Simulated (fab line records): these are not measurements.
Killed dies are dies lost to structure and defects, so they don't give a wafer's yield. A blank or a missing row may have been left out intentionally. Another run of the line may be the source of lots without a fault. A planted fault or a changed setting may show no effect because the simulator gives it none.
Matching of chambers    flow n5Finfet    cmp-03 running N5_ILD0_CMP_12: 4 sister chambers
The step polishes SiNx, stops on poly-Si, t overpolish 6 s, target thk 17.67 nm. 8 wafers are shown with their chamber, then 8 later ones without.

== WAFERS, EACH WITH ITS CHAMBER ==
wafer   chamber  motorCurrentA (A)  timeToEndpointS (s)
L084.1  2        7.4                26.3
L084.6  0        10.2               24.3
L087.3  1        9.6                29.2
L087.5  1        9.8                29.8
L091.4  3        9.3                27.0
L091.5  3        9.9                26.5
L091.6  2        7.5                28.1
L092.1  0        10.0               28.6

== WAFERS WHOSE CHAMBER IS MISSING ==
wafer   motorCurrentA (A)  timeToEndpointS (s)
L092.2  9.2                32.1
L092.4  7.9                30.8
L094.4  7.7                28.4
L094.5  9.6                29.9
L094.6  7.8                28.4
L096.1  7.7                25.9
L096.5  7.7                28.1
L096.6  9.2                25.3

== WHICH CHAMBER EACH ONE RAN IN ==
wafer   from the rows above           in truth
L092.2  can't be placed: 1 or 3       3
L092.4  2                             2
L094.4  2                             2
L094.5  can't be placed: 1 or 3       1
L094.6  2                             2
L096.1  2                             2
L096.5  2                             2
L096.6  can't be placed: 3 or 1 or 0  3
Placed correctly: 5 of 8. Not placeable from these rows: 3 (in 3, the candidates include the true chamber). 0 placed wrongly.
How it was worked out, from the rows above alone: a wafer's distance from a chamber is the root of the sum, over the readings, of the square of ((its reading less the chamber's mean) divided by the reading's scatter). If the next closest chamber is less than 2 further off than the closest, the wafer can't be placed; otherwise it belongs to the closest. The mean given for a chamber averages the wafers shown for that chamber. The scatter: take each reading less its chamber's mean, square it, sum over the shown wafers, divide by the number of wafers less the number of chambers, and take the root.
